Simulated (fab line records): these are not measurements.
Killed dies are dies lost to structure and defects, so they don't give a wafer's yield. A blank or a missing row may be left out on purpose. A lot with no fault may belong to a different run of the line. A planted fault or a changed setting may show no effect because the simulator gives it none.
fab line records	flow nand-harc
record lots=14	wafers=42	last-day=33
route steps=1302 shown A_STAIRCASE@769 THIN_TSV@1262 END@1302
lots that met no fault: from a run of the same line without faults
start-h: the number of hours between the record's first day and the start of the first shown wafer of the lot	wait-h: hours elapsed since this lot's preceding step	" repeats the value in the row above	L1.1+2: one row covering several wafers at once	- either no value or no given start	* or withheld: withheld	< > ~ a bound
route shown NAME@n: NAME is a module with steps in the file, n the number in the route of the first one	usual: mean/standard deviation of fault-free wafers	same: alike in all rows	chamber/n: place in a boat	sites: readings site by site	_std_site: the values' standard deviation	_edge_site: inner sites' mean taken away from outer sites' mean	radius-mm: for every site, how far away it sits from the centre of the wafer	mask NAME#n: copy n	behind: the tool/chamber that last shaped the wafer	hold: why the lot was held/for how many hours/how that ended	device: the n, p or np transistor that did not switch	end of line: tests run on the same wafers once the route is complete	a step with no rows: only its recipe	killed: dies lost to structure and defects at the first sort, not the wafer's yield	map: per-die view of a wafer (x killed, . not killed, _ where there is no die)
set.NAME: setting as actually run; set.NAME@STEP: the setting as run at that earlier step	model.NAME: the simulator's own value behind a step, which no gauge read
one table for each step of the route and one row for each wafer, over a sample of lots
services: the hour from which a tool's chamber was out of use, counted from the record's first day as start-h (under 0 if before that day), plus the number of hours and why
## steps
# step NHARC_A_STAIRCASE_STRIP_255
# recipe time-s=900	temp-c=130	chemistry=SPM
# usual bath-heat-duty-pct=15.2/1.6
lot.wafer	tool	chamber	start-h	wait-h	bath-heat-duty-pct
L212.4	wet-bench-01	4	360.54	0.2	16.7
L212.3	"	6	"	"	18.4
L212.5	"	1	"	"	14.6
L211.6	wet-bench-09	2	383.17	0.1	18.1
L211.3	"	3	"	"	13.5
L211.4	"	5	"	"	14.4
L213.1	wet-bench-09	4	390.25	0.3	14.5
L213.4	"	5	"	"	14.5
L213.2	"	6	"	"	15.0
L215.1	wet-bench-01	0	405.01	0.3	14.9
L215.5	"	1	"	"	14.1
L215.6	"	3	"	"	14.9
L217.1	wet-bench-04	3	421.11	0.3	17.6
L217.5	"	5	"	"	16.0
L217.4	"	7	"	"	12.7
L219.1	wet-bench-01	1	444.20	0.3	14.0
L219.2	"	4	"	"	16.0
L219.4	"	5	"	"	15.6
L218.3	wet-bench-09	2	448.85	0.2	18.2
L218.6	"	3	"	"	14.3
L218.2	"	4	"	"	16.3
L220.3	wet-bench-04	0	462.68	0.2	13.6
L220.6	"	1	"	"	14.9
L220.5	"	5	"	"	16.5
L222.5	wet-bench-09	7	483.10	0.1	15.0
L222.3	"	3	"	"	13.2
L222.1	"	4	"	"	13.7
L224.1	wet-bench-09	7	485.01	0.3	16.0
L224.5	"	1	"	"	16.8
L224.2	"	4	"	"	14.5
L223.3	wet-bench-04	1	486.73	0.2	16.0
L223.6	"	2	"	"	14.0
L223.5	"	6	"	"	14.2
L229.1	wet-bench-04	4	545.65	0.3	14.8
L229.3	"	6	"	"	15.0
L229.6	"	7	"	"	11.4
L232.4	wet-bench-04	4	571.07	0.2	13.0
L232.3	"	6	"	"	14.9
L232.2	"	7	"	"	12.3
L233.1	wet-bench-09	2	584.38	0.3	18.0
L233.3	"	3	"	"	13.6
L233.2	"	4	"	"	14.9
# step NHARC_THIN_TSV_ETCH_44
# recipe target-depth-a=15942	time-s=797.1	cf4-flow-sccm=150	o2-flow-sccm=10	ar-flow-sccm=0	rf-w=300	bias-w=800	chemistry=CF4/O2
# usual drypump-motor-current-A=5.7/0.41	oes-product-au=1.000/0.0062	rf-vpp-V=793/4.1	showerhead-plenum-p-Torr=1.81/0.066	throttle-valve-pct=16.915/0.0098
lot.wafer	tool	chamber	start-h	wait-h	drypump-motor-current-A	oes-product-au	rf-hours-counter-h	rf-vpp-V	showerhead-plenum-p-Torr	throttle-valve-pct
L212.3	rie-diel-09	1	541.65	0.1	5.4	1.006	1.0	789	1.72	16.913
L212.4	"	3	"	"	5.7	1.001	1.0	793	1.81	16.923
L212.5	"	1	"	"	5.4	1.003	-	787	1.72	16.915
L211.3	rie-diel-13	3	558.31	0.1	5.7	0.988	2.6	791	1.79	16.916
L211.4	"	0	"	"	6.3	0.991	2.3	790	1.78	16.902
L211.6	"	0	"	"	6.3	0.990	-	792	1.78	16.921
L215.1	rie-diel-09	2	576.39	0.1	5.7	0.998	2.6	799	1.89	16.911
L215.6	"	2	"	"	5.7	1.004	-	798	1.89	16.926
L215.5	"	1	"	"	5.4	1.006	-	787	1.72	16.902
L213.2	rie-diel-13	1	583.13	0.1	5.1	1.003	4.0	791	1.77	16.922
L213.1	"	2	"	"	5.4	0.995	4.2	797	1.87	16.897
L213.4	"	3	"	"	5.7	0.996	4.6	791	1.79	16.891
L217.1	rie-diel-13	1	597.83	0.2	5.0	0.998	4.6	791	1.77	16.929
L217.4	"	2	"	"	5.4	0.992	4.7	797	1.87	16.914
L217.5	"	0	"	"	6.3	1.003	-	791	1.78	16.922
L219.1	rie-diel-13	3	627.94	0.1	5.7	0.999	6.5	793	1.79	16.915
L219.4	"	0	"	"	6.3	0.995	6.4	792	1.78	16.910
L219.2	"	2	"	"	5.4	0.997	5.7	797	1.87	16.908
L218.3	rie-diel-12	1	631.93	0.1	5.3	0.999	0.1	789	1.74	16.918
L218.2	"	0	"	"	6.0	1.010	0.1	788	1.74	16.909
L218.6	"	1	"	"	5.3	0.992	-	787	1.74	16.916
L220.3	rie-diel-12	0	641.30	0.2	6.0	1.004	0.6	789	1.74	16.931
L220.6	"	2	"	"	5.5	1.003	-	799	1.92	16.910
L220.5	"	3	"	"	5.9	1.004	-	795	1.87	16.917
L223.3	rie-diel-13	2	668.28	0.2	5.4	0.990	7.5	797	1.87	16.932
L223.6	"	0	"	"	6.3	0.999	-	791	1.78	16.924
L223.5	"	1	"	"	5.1	1.000	-	791	1.77	16.912
L224.2	rie-diel-12	3	674.70	0.1	6.0	0.992	3.4	799	1.87	16.909
L224.1	"	1	"	"	5.2	0.992	3.8	789	1.74	16.927
L224.5	"	3	"	"	5.9	0.996	-	798	1.87	16.927
L222.3	rie-diel-13	0	675.95	0.1	6.3	1.014	9.6	791	1.78	16.908
L222.1	"	2	"	"	5.4	0.996	7.9	796	1.87	16.914
L222.5	"	1	"	"	5.1	1.007	-	790	1.77	16.918
L229.1	rie-diel-13	1	727.01	0.1	5.0	0.987	2.0	790	1.77	16.920
L229.3	"	2	"	"	5.4	1.004	1.9	797	1.87	16.903
L229.6	"	2	"	"	5.4	0.997	-	797	1.87	16.916
L232.2	rie-diel-13	1	756.29	0.1	5.1	0.988	4.3	792	1.77	16.911
L232.3	"	2	"	"	5.4	0.992	3.8	796	1.87	16.920
L232.4	"	3	"	"	5.8	0.989	3.7	791	1.79	16.917
L233.3	rie-diel-09	0	761.68	0.1	6.1	1.002	3.5	799	1.91	16.924
L233.2	"	1	"	"	5.4	1.003	3.4	787	1.72	16.915
L233.1	"	2	"	"	5.8	0.996	3.0	798	1.88	16.887
# step NHARC_THIN_TSV_DEP_47
# recipe target-thk-a=2000	temp-c=withheld	pressure-torr=6.5	rf-w=900	teos-flow-sccm=161.4	flow-sccm=2650	target-thk-nm=200	gas=O2	material=SiO2
# usual throttle-valve-pct=16.0/0.53
lot.wafer	tool	chamber	start-h	wait-h	throttle-valve-pct
L212.3	pecvd-02	0	543.33	-	15.9
L212.5	"	1	"	"	16.3
L212.4	"	2	"	"	15.0
L211.3	pecvd-02	2	559.96	-	15.1
L211.6	"	1	"	"	16.3
L211.4	"	2	"	"	14.9
L215.1	pecvd-01	0	578.19	-	16.0
L215.6	"	2	"	"	15.7
L215.5	"	0	"	"	15.7
L213.2	pecvd-03	0	584.66	-	15.6
L213.1	"	2	"	"	16.7
L213.4	"	1	"	"	16.5
L217.1	pecvd-01	0	599.35	-	15.9
L217.5	"	2	"	"	15.7
L217.4	"	1	"	"	15.8
L219.2	pecvd-02	1	629.53	-	15.2
L219.1	"	0	"	"	16.1
L219.4	"	1	"	"	15.2
L218.2	pecvd-03	0	633.52	-	15.7
L218.3	"	1	"	"	16.5
L218.6	"	1	"	"	16.5
L220.3	pecvd-03	2	642.78	-	17.1
L220.6	"	0	"	"	15.7
L220.5	"	1	"	"	16.8
L223.3	pecvd-01	1	669.77	-	15.8
L223.5	"	1	"	"	16.1
L223.6	"	2	"	"	16.1
L224.2	pecvd-02	0	676.23	-	16.1
L224.1	"	2	"	"	15.6
L224.5	"	2	"	"	15.4
L222.1	pecvd-02	2	677.53	-	15.3
L222.3	"	1	"	"	15.3
L222.5	"	1	"	"	15.5
L229.3	pecvd-02	2	728.98	-	15.7
L229.1	"	0	"	"	16.3
L229.6	"	1	"	"	15.4
L232.2	pecvd-01	1	757.82	-	15.9
L232.3	"	0	"	"	16.0
L232.4	"	1	"	"	15.7
L233.1	pecvd-01	1	763.27	-	15.8
L233.3	"	2	"	"	15.5
L233.2	"	0	"	"	15.7
# step NHARC_END_SORT_01
# recipe temp-c=25
# usual killed-at-array=53/18	killed-at-other=0.9/1.3	killed-at-periphery=4/3.1	killed-dies=58/18	killed-open=3.4/2	killed-short=2.5/1.8
# same gross-dies=677
lot.wafer	tool	chamber	start-h	wait-h	killed-at-array	killed-at-other	killed-at-periphery	killed-dies	killed-open	killed-short
L229.1	prober-01	0	745.23	2.5	138	0	1	139	2	3
L229.3	prober-01	0	746.82	3.1	135	1	13	149	1	3
L229.6	prober-01	0	749.21	4.0	138	2	3	143	2	2
L232.2	prober-02	0	772.27	2.8	172	4	1	177	4	1
L232.3	prober-02	0	773.06	3.1	168	1	0	169	1	0
L232.4	prober-02	0	773.85	3.4	167	1	1	169	1	0
# killed by level:class
L229.1 A_STAIRCASE:unspecified=97 A_CHANNEL_HOLE_D1:chamber-film-flake=19 A_CONTACT:chamber-film-flake=8 A_SLIT:chamber-film-flake=6 A_CHANNEL_HOLE_D2:chamber-film-flake=2 A_ONON_D1:geometric-particle:open=1 A_CHANNEL_FILL_D1:geometric-particle:open=1 A_ONON_D2:geometric-particle:short=1
L229.3 A_STAIRCASE:unspecified=100 A_CHANNEL_HOLE_D1:chamber-film-flake=12 A_CONTACT:chamber-film-flake=11 P_GATE:chamber-film-flake=10 A_STAIRCASE:chamber-film-flake=4 A_SLIT:chamber-film-flake=4 P_CONTACT:geometric-particle:short=1 P_M0:geometric-particle:open=1
L229.6 A_STAIRCASE:unspecified=105 A_CHANNEL_HOLE_D1:chamber-film-flake=15 A_CONTACT:chamber-film-flake=7 P_M2:chamber-film-flake=3 A_STAIRCASE:chamber-film-flake=2 A_SLIT:chamber-film-flake=2 THIN_TSV:chamber-film-flake=2 A_ONON_D1:geometric-particle:short=1
L232.2 A_STAIRCASE:unspecified=100 A_CHANNEL_HOLE_D2:chamber-film-flake=22 A_SLIT:chamber-film-flake=21 A_CHANNEL_HOLE_D1:chamber-film-flake=13 A_STAIRCASE:chamber-film-flake=7 A_CONTACT:chamber-film-flake=4 THIN_TSV:chamber-film-flake=3 A_ONON_D1:geometric-particle:open=1
L232.3 A_STAIRCASE:unspecified=107 A_SLIT:chamber-film-flake=22 A_CHANNEL_HOLE_D2:chamber-film-flake=20 A_CHANNEL_HOLE_D1:chamber-film-flake=9 A_STAIRCASE:chamber-film-flake=5 A_WL_FILL:chamber-film-flake=2 A_CONTACT:chamber-film-flake=2 A_SGD_CUT:geometric-particle:open=1
L232.4 A_STAIRCASE:unspecified=100 A_SLIT:chamber-film-flake=24 A_CHANNEL_HOLE_D2:chamber-film-flake=24 A_CHANNEL_HOLE_D1:chamber-film-flake=9 A_STAIRCASE:chamber-film-flake=7 A_CONTACT:chamber-film-flake=3 P_CONTACT:geometric-particle:open=1 THIN_TSV:chamber-film-flake=1
## services
tool	chamber	start-h	hours	kind
rie-diel-13	-	342.00	9.0	pm
wet-bench-09	-	352.80	8.0	pm
pecvd-01	0	379.19	1.7	repair
wet-bench-04	-	403.20	8.0	pm
pecvd-02	-	408.31	13.0	pm
wet-bench-09	-	485.29	0.8	repair
pecvd-02	0	491.84	22.6	repair
pecvd-01	-	492.15	13.0	pm
rie-diel-13	3	500.81	2.5	repair
pecvd-02	1	501.37	16.9	repair
rie-diel-13	0	502.74	1.3	repair
rie-diel-13	-	519.00	9.0	pm
wet-bench-09	-	528.80	8.0	pm
wet-bench-04	-	579.27	8.0	pm
pecvd-02	-	589.31	13.0	pm
rie-diel-13	1	603.92	5.6	repair
pecvd-01	-	673.15	13.0	pm
rie-diel-13	-	696.05	9.0	pm
pecvd-02	-	696.67	0.7	repair
wet-bench-09	-	704.80	8.0	pm
pecvd-02	2	708.81	8.9	repair
pecvd-01	1	729.84	7.4	repair
pecvd-02	-	735.96	0.2	repair
rie-diel-13	2	743.59	5.4	repair
## key
first-sign step=NHARC_END_SORT_01	reading=killed-at-array	direction=up	sigmas=5.7	usual=53	struck=153
effect step=NHARC_END_SORT_01	reading=killed-dies	direction=up	sigmas=5.6	usual=58	struck=158
more-kills-born-at NHARC_A_STAIRCASE_STRIP_255@wet-bench-04=609
met-at NHARC_A_STAIRCASE_STRIP_255
struck-lots L229,L232
tester-left-out L229,L232
not-acting-at NHARC_THIN_TSV_ETCH_44,NHARC_THIN_TSV_DEP_47
onset-between 486.73 545.65
fault kind=chamber-particle-source	tool=wet-bench-04	chamber=-	onset-h=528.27	steps=NHARC_A_STAIRCASE_STRIP_255	rate-per-visit-cm2=1.7558	end-h=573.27
# tester-left-out: of these lots the tester's yield and bins aren't shown, on N5 and GAA mostly nor the transistor test; their killed dies are dies lost to structure and defects alone, not to doping, threshold or leakage, so they don't give the yield
